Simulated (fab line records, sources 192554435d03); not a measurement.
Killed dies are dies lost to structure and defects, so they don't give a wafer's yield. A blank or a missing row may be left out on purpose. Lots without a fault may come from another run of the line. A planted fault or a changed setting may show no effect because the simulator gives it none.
Chamber matching | flow n5_finfet | N5_BEOL_M14_ETCH_68 on rie_diel-01: 4 sister chambers
The step etches SOC in N2/H2, time 450 s. 4 wafers are shown with their chamber, then 9 later ones without.

WAFERS WITH THEIR CHAMBER
wafer  | chamber | drypump_motor_current_A (A)
L086.6 | 2       | 5.5
L089.1 | 3       | 5.8
L090.3 | 0       | 5.4
L090.5 | 1       | 4.8

WAFERS WITHOUT THEIR CHAMBER
wafer  | drypump_motor_current_A (A)
L091.1 | 5.8
L091.5 | 4.8
L091.6 | 5.4
L092.1 | 5.8
L092.2 | 5.5
L092.3 | 5.4
L097.3 | 5.4
L097.4 | 5.8
L097.5 | 4.9

WHICH CHAMBER EACH WENT THROUGH
wafer  | from the rows above | in truth
L091.1 | 3                   | 3
L091.5 | 1                   | 1
L091.6 | 0                   | 0
L092.1 | 3                   | 3
L092.2 | 2                   | 2
L092.3 | 0                   | 0
L097.3 | 0                   | 0
L097.4 | 3                   | 3
L097.5 | 1                   | 1
Placed correctly: 9 of 9. Can't be placed from these rows: 0. Placed wrongly: 0.
How it was worked out, from the rows above alone: a wafer's distance from a chamber is the root of the sum, over the readings, of the square of ((its reading less the chamber's mean) divided by the reading's scatter). The wafer belongs to the nearest chamber; if the next one is less than 2 further off, it can't be placed. A chamber's mean is the mean of its shown wafers. The scatter: with one shown wafer a chamber, the root of the mean of the squares of how far each hidden wafer lies from its nearest shown one.
